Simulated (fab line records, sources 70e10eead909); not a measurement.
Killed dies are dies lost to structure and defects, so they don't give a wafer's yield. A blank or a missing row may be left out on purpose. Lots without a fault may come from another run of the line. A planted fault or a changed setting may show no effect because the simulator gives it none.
Chamber matching | flow nand_harc | NHARC_A_STAIRCASE_CMP_152 on cmp-01: 4 sister chambers
The step polishes. 7 wafers are shown with their chamber, then 9 later ones without.

WAFERS WITH THEIR CHAMBER
wafer  | chamber | motor_current_A (A)
L079.1 | 2       | 11.0
L082.3 | 3       | 14.1
L084.3 | 1       | 11.9
L084.6 | 0       | 10.6
L089.1 | 2       | 11.8
L089.4 | 0       | 11.5
L089.5 | 1       | 12.1

WAFERS WITHOUT THEIR CHAMBER
wafer  | motor_current_A (A)
L091.1 | 11.6
L091.3 | 11.2
L091.5 | 11.3
L090.1 | 13.0
L090.2 | 11.4
L090.4 | 11.1
L093.1 | 11.7
L093.2 | 13.7
L093.3 | 10.9

WHICH CHAMBER EACH WENT THROUGH
wafer  | from the rows above               | in truth
L091.1 | can't be placed: 2 or 1 or 0      | 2
L091.3 | can't be placed: 0 or 2 or 1      | 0
L091.5 | can't be placed: 2 or 0 or 1      | 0
L090.1 | can't be placed: 1 or 3 or 2 or 0 | 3
L090.2 | can't be placed: 2 or 0 or 1      | 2
L090.4 | can't be placed: 0 or 2 or 1      | 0
L093.1 | can't be placed: 2 or 1 or 0      | 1
L093.2 | 3                                 | 3
L093.3 | can't be placed: 0 or 2 or 1      | 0
Placed correctly: 1 of 9. Can't be placed from these rows: 8 (the true chamber is among the candidates in 8). Placed wrongly: 0.
How it was worked out, from the rows above alone: a wafer's distance from a chamber is the root of the sum, over the readings, of the square of ((its reading less the chamber's mean) divided by the reading's scatter). The wafer belongs to the nearest chamber; if the next one is less than 2 further off, it can't be placed. A chamber's mean is the mean of its shown wafers. The scatter: the root of (the sum of the squares of (reading less its chamber's mean) over the shown wafers, divided by (wafers less chambers)).
